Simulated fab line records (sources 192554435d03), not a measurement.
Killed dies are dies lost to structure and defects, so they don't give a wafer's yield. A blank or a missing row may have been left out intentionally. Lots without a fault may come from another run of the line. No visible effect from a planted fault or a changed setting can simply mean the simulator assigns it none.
Chamber matching || flow n5Finfet || rieDiel-01 running N5_MOL_CONTACT_COAG_ETCH_59: 4 sister chambers
The step etches underlayer in N2/H2, target depth 13 nm, time 10.4 s. 14 wafers are shown with their chamber, then 7 later ones without.

== WAFERS PAIRED WITH THEIR CHAMBERS ==
{"wafer": "L606.3", "chamber": 3, "drypumpMotorCurrentA (A)": 5.6, "showerheadPlenumPTorr (Torr)": 2.57, "throttleValvePct (%)": 17.4}
{"wafer": "L606.4", "chamber": 2, "drypumpMotorCurrentA (A)": 5.9, "showerheadPlenumPTorr (Torr)": 2.39, "throttleValvePct (%)": 18.1}
{"wafer": "L606.6", "chamber": 0, "drypumpMotorCurrentA (A)": 5.8, "showerheadPlenumPTorr (Torr)": 2.60, "throttleValvePct (%)": 18.2}
{"wafer": "L608.1", "chamber": 0, "drypumpMotorCurrentA (A)": 5.8, "showerheadPlenumPTorr (Torr)": 2.60, "throttleValvePct (%)": 18.2}
{"wafer": "L608.4", "chamber": 3, "drypumpMotorCurrentA (A)": 5.6, "showerheadPlenumPTorr (Torr)": 2.56, "throttleValvePct (%)": 17.4}
{"wafer": "L608.5", "chamber": 3, "drypumpMotorCurrentA (A)": 5.6, "showerheadPlenumPTorr (Torr)": 2.57, "throttleValvePct (%)": 17.4}
{"wafer": "L614.1", "chamber": 2, "drypumpMotorCurrentA (A)": 5.9, "showerheadPlenumPTorr (Torr)": 2.38, "throttleValvePct (%)": 18.2}
{"wafer": "L614.2", "chamber": 1, "drypumpMotorCurrentA (A)": 5.1, "showerheadPlenumPTorr (Torr)": 2.64, "throttleValvePct (%)": 18.4}
{"wafer": "L614.3", "chamber": 3, "drypumpMotorCurrentA (A)": 5.6, "showerheadPlenumPTorr (Torr)": 2.56, "throttleValvePct (%)": 17.4}
{"wafer": "L619.3", "chamber": 1, "drypumpMotorCurrentA (A)": 5.1, "showerheadPlenumPTorr (Torr)": 2.63, "throttleValvePct (%)": 18.5}
{"wafer": "L619.4", "chamber": 0, "drypumpMotorCurrentA (A)": 5.8, "showerheadPlenumPTorr (Torr)": 2.59, "throttleValvePct (%)": 17.8}
{"wafer": "L619.5", "chamber": 1, "drypumpMotorCurrentA (A)": 5.1, "showerheadPlenumPTorr (Torr)": 2.63, "throttleValvePct (%)": 18.5}
{"wafer": "L620.2", "chamber": 0, "drypumpMotorCurrentA (A)": 5.8, "showerheadPlenumPTorr (Torr)": 2.59, "throttleValvePct (%)": 17.8}
{"wafer": "L620.3", "chamber": 1, "drypumpMotorCurrentA (A)": 5.0, "showerheadPlenumPTorr (Torr)": 2.63, "throttleValvePct (%)": 18.5}

SIGNATURES (means of the wafers above)
{"reading": "drypumpMotorCurrentA", "chamber 0": 5.800, "chamber 1": 5.075, "chamber 2": 5.900, "chamber 3": 5.600, "scatter within a chamber": 0.0274}
{"reading": "showerheadPlenumPTorr", "chamber 0": 2.5950, "chamber 1": 2.6325, "chamber 2": 2.3850, "chamber 3": 2.5650, "scatter within a chamber": 0.0057}
{"reading": "throttleValvePct", "chamber 0": 18.000, "chamber 1": 18.475, "chamber 2": 18.150, "chamber 3": 17.400, "scatter within a chamber": 0.131}
Rule: a wafer lies at a distance from a chamber equal to the root of the sum of squares, over the readings, of (its reading less the chamber's mean, divided by the reading's scatter). If the next closest chamber is less than 2 further off than the closest, the wafer can't be placed; otherwise it belongs to the closest. The scatter: take each reading less its chamber's mean, square it, sum over the shown wafers, divide by the number of wafers less the number of chambers, and take the root.

== WAFERS WHOSE CHAMBER IS MISSING ==
{"wafer": "L620.5", "drypumpMotorCurrentA (A)": 5.8, "showerheadPlenumPTorr (Torr)": 2.59, "throttleValvePct (%)": 17.8}
{"wafer": "L622.2", "drypumpMotorCurrentA (A)": 5.0, "showerheadPlenumPTorr (Torr)": 2.63, "throttleValvePct (%)": 18.5}
{"wafer": "L622.5", "drypumpMotorCurrentA (A)": 5.9, "showerheadPlenumPTorr (Torr)": 2.69, "throttleValvePct (%)": 17.6}
{"wafer": "L622.6", "drypumpMotorCurrentA (A)": 5.6, "showerheadPlenumPTorr (Torr)": 2.55, "throttleValvePct (%)": 17.5}
{"wafer": "L623.1", "drypumpMotorCurrentA (A)": 5.9, "showerheadPlenumPTorr (Torr)": 2.69, "throttleValvePct (%)": 17.6}
{"wafer": "L623.2", "drypumpMotorCurrentA (A)": 5.6, "showerheadPlenumPTorr (Torr)": 2.55, "throttleValvePct (%)": 17.5}
{"wafer": "L623.5", "drypumpMotorCurrentA (A)": 5.6, "showerheadPlenumPTorr (Torr)": 2.55, "throttleValvePct (%)": 17.5}

== THE CHAMBER EACH PASSED THROUGH ==
{"wafer": "L620.5", "from the rows above": 0, "in truth": 0}
{"wafer": "L622.2", "from the rows above": 1, "in truth": 1}
{"wafer": "L622.5", "from the rows above": 0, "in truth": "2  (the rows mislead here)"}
{"wafer": "L622.6", "from the rows above": 3, "in truth": 3}
{"wafer": "L623.1", "from the rows above": 0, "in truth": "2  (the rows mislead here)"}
{"wafer": "L623.2", "from the rows above": 3, "in truth": 3}
{"wafer": "L623.5", "from the rows above": 3, "in truth": 3}
5 of 7 placed correctly. Number that these rows cannot place: 0. Number placed wrongly: 2.
